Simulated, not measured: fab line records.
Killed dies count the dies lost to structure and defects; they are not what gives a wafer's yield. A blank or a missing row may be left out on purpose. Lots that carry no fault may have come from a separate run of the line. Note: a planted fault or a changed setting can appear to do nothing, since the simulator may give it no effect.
Matching of chambers | flow n5Finfet | N5_BEOL_M0_SAQP_STRIP_75 on rieDiel-03: 4 sister chambers
The step strips in CF4. 4 wafers are shown with their chamber, then 8 later ones without.

WAFERS WITH THEIR CHAMBER
wafer  | chamber | drypumpMotorCurrentA (A)
L085.3 | 0       | 6.1
L085.4 | 2       | 6.4
L085.6 | 3       | 6.6
L087.1 | 1       | 5.7

WAFERS WITHOUT THEIR CHAMBER
wafer  | drypumpMotorCurrentA (A)
L087.3 | 6.1
L087.6 | 6.4
L089.4 | 6.4
L089.5 | 6.1
L089.6 | 6.5
L094.1 | 6.6
L094.4 | 5.7
L094.6 | 6.4

WHICH CHAMBER EACH WENT THROUGH
wafer  | from the rows above     | in truth
L087.3 | 0                       | 0
L087.6 | 2                       | 2
L089.4 | 2                       | 2
L089.5 | 0                       | 0
L089.6 | can't be placed: 2 or 3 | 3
L094.1 | 3                       | 3
L094.4 | 1                       | 1
L094.6 | 2                       | 2
Correct placement for 7 of the 8. From these rows, 1 cannot be placed; in 1 the true chamber is one of the candidates. 0 placed wrongly.
How it was worked out, from the rows above alone: a wafer's distance from a chamber is the root of the sum, over the readings, of the square of ((its reading less the chamber's mean) divided by the reading's scatter). The wafer belongs to the nearest chamber; if the next one is less than 2 further off, it can't be placed. For every chamber, the mean is computed from those of its wafers that are shown. The scatter: root of mean squared gap, hidden wafer to nearest shown wafer, with one shown wafer a chamber.
